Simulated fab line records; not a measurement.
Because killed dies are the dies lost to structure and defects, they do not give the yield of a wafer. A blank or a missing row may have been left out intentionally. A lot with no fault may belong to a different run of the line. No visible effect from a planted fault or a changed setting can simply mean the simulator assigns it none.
A single fault, viewed from 2 desks + flow n5_finfet + what lay behind the numbers comes last; until then each desk has only its own

## THE TOOL OWNER'S DESK: ald_metal-01
The tool's own readings at N5_HKMG_FIN_PWFM_ALD_03 (deposits TiN, target thk 2 nm, pulse time 1 s, purge time 3 s): means of the sampled wafers that have a number, for each lot that ran on this tool. Any lot whose mean is over 4 standard deviations away from the usual mean is out of limits and marked OUT; that distance is given in the brackets.
Columns: A = heater_power_w at N5_HKMG_FIN_PWFM_ALD_03, usual 885 W; B = precursor_pulse_height_rel at N5_HKMG_FIN_PWFM_ALD_03, usual 1.001
| lot  | first seen here | A   | B     |
|------|-----------------|-----|-------|
| L408 | day 4 19:44     | 917 | 1.011 |
| L409 | day 5 01:00     | 892 | 0.999 |
| L410 | day 5 06:00     | 873 | 1.030 |
| L411 | day 5 14:44     | 883 | 0.971 |
| L413 | day 6 03:34     | 914 | 1.002 |
| L424 | day 8 20:40     | 940 | 1.013 |
Result from this desk: across the 6 lots, nothing is out of limits.

## THE METROLOGY DESK
What the gauges read for every lot (on any tool): the sampled wafers with a number, averaged. Any lot whose mean is over 4 standard deviations away from the usual mean is out of limits and marked OUT; that distance is given in the brackets. Readings shown: 7 out of 16 (the first out of limits, and those lying furthest out on some lot).
Columns: A = IOFF_P_85C at N5_BEOL_M4_RC_MEAS_101, usual 3.7 nA/um; B = IOFF_P_LIN at N5_BEOL_M4_RC_MEAS_101, usual 0.101 nA/um; C = IOFF_P_LONG at N5_BEOL_M4_RC_MEAS_101, usual 0.000107 nA/um; D = ION_P at N5_BEOL_M4_RC_MEAS_101, usual 462 uA/um; E = VT_P at N5_BEOL_M4_RC_MEAS_101, usual -250 mV; F = VT_P_LONG at N5_BEOL_M4_RC_MEAS_101, usual -276 mV; G = VT_P_LVT at N5_BEOL_M4_RC_MEAS_101, usual -98.3 mV
| lot  | first seen here | A   | B     | C        | D   | E               | F               | G                 |
|------|-----------------|-----|-------|----------|-----|-----------------|-----------------|-------------------|
| L408 | day 4 20:36     | 3.0 | 0.084 | 0.000097 | 464 | -254            | -278            | -101.2            |
| L409 | day 5 01:44     | 4.1 | 0.113 | 0.000113 | 466 | -246            | -273            | -96.9             |
| L410 | day 5 06:44     | 2.2 | 0.054 | 0.000074 | 441 | -271 (-6.4) OUT | -296 (-6.6) OUT | -120.5 (-8.2) OUT |
| L411 | day 5 15:36     | 3.1 | 0.082 | 0.000090 | 448 | -261            | -284            | -108.3            |
| L413 | day 6 04:26     | 2.6 | 0.070 | 0.000090 | 439 | -261            | -286            | -111.7 (-5.0) OUT |
| L424 | day 8 21:25     | 4.0 | 0.111 | 0.000113 | 465 | -247            | -273            | -97.3             |
| L426 | day 9 09:58     | 4.1 | 0.107 | 0.000101 | 465 | -250            | -279            | -96.3             |
| L427 | day 9 16:25     | 3.3 | 0.088 | 0.000096 | 454 | -253            | -280            | -99.3             |
| L428 | day 9 22:41     | 3.4 | 0.093 | 0.000098 | 457 | -253            | -276            | -98.6             |
This desk's finding: out of limits on L410, L413; first on L410, day 8 14:51 (VT_P at N5_BEOL_M4_RC_MEAS_101). In limits: L408, L409, L411, L424, L426, L427, L428.

## ALL TOGETHER
L410, L413 would have let the metrology desk raise an alarm at day 8 14:51.
The tool owner's desk saw nothing out of limits.
On record at the tool owner's desk: L410, L413, within its limits.
On ald_metal-01, each named lot ran N5_HKMG_FIN_PWFM_ALD_03.

## WHAT THE SIMULATOR HAD PUT IN
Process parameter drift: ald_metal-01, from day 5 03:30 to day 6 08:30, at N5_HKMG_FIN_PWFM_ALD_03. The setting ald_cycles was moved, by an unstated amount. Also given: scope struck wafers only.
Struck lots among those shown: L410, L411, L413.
Delay in hours, fault start to first out-of-limits reading, per desk: metrology desk 83.
